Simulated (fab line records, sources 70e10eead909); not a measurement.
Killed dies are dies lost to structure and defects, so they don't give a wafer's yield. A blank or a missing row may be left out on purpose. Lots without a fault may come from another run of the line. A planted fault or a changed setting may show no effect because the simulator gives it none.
A struck lot beside a sound one | flow nand_harc | 18 steps out of a route of 1159
Sound: wafers L602.1, L602.2, L602.5. Struck: wafers L608.1, L608.3, L608.4. The cause comes at the end.
At each step with rows: each side's tool, then ch and its chambers, then its first start. Under that, the readings that differ: sound wafers | struck wafers | difference of the means | sigmas: that difference in standard deviations of wafers without a fault.
alike: readings whose means differ by less than 2 such deviations, and words and numbers that are the same on both sides. not compared: withheld readings, readings that some wafer has no value for, bounds like >300 that may hide the same value, and numbers for which the record gives no deviation and whose values overlap.
The two part at a step that has a row with sigmas, a row that says differs or no value, or rows on one side only. Numbers that don't overlap but have no deviation are shown without sigmas and don't part them. A reading that every wafer of one side lacks parts them only if that side has two wafers or more.

first, 2 steps without rows for these wafers: NHARC_P_STI_SRD_39; NHARC_P_STI_OXIDE_40 (material SiO2, target thk 10 nm, ox time 1362 s).
NHARC_P_STI_INSPECT_25:
  sound on defect_inspect-02, day 4 23:50; struck on defect_inspect-01, day 6 23:19
  alike: raw_defect_count
then, 9 steps without rows for these wafers: NHARC_P_GATE_ETCH_69 (etches SiO2 in dHF, target depth 14 nm); NHARC_P_GATE_PRECLEAN_70 (cleans in SC1); NHARC_P_GATE_SRD_01; NHARC_P_GATE_OXIDE_02 (material SiO2, target thk 37.5 nm, ox time 365 s); NHARC_P_GATE_DEHYDRATE_03 (time 120 s); NHARC_P_GATE_HMDS_04 (time 30 s); NHARC_P_GATE_COAT_05; NHARC_P_GATE_SOFTBAKE_06 (time 95 s); NHARC_P_GATE_EBR_07.
NHARC_P_GATE_EXPOSE_08: exposes mask P HV.
  sound on krf_scanner-02 ch 0, day 5 08:07; struck on krf_scanner-01 ch 0, day 7 07:35
  reading | sound                | struck                  | difference | sigmas
  mask    | P_HV#0 P_HV#0 P_HV#0 | P_PSD#0 P_PSD#0 P_PSD#0 | differs    |
then, 2 steps without rows for these wafers: NHARC_P_GATE_PEB_09 (peb time 85 s); NHARC_P_GATE_DEVELOP_10 (time 70 s).
NHARC_P_GATE_CD_MEAS_11: target cd 1640 nm.
  sound on cd_sem-01 ch 0, day 5 08:16; struck on cd_sem-02 ch 0, day 7 07:45
  reading    | sound                | struck | difference                    | sigmas
  cd_nm (nm) | 1639.2 1636.5 1642.0 | - - -  | no value on the struck wafers |
then, 1 step without rows for these wafers: NHARC_P_GATE_HARDBAKE_12 (time 80 s).
-- the record jumps here: 15 days lie between the struck wafers' starts before and after (it left off in module P_GATE and takes up again in module END, whose first step shown is number 1159 of the route) --
NHARC_END_SORT_01:
  the record has rows for the struck wafers here (prober-02 ch 0, day 22 06:45) and none for the sound ones

WHERE THEY PART
First at NHARC_P_GATE_EXPOSE_08; last, within this record, at NHARC_END_SORT_01.

WHY: what the simulator had put in
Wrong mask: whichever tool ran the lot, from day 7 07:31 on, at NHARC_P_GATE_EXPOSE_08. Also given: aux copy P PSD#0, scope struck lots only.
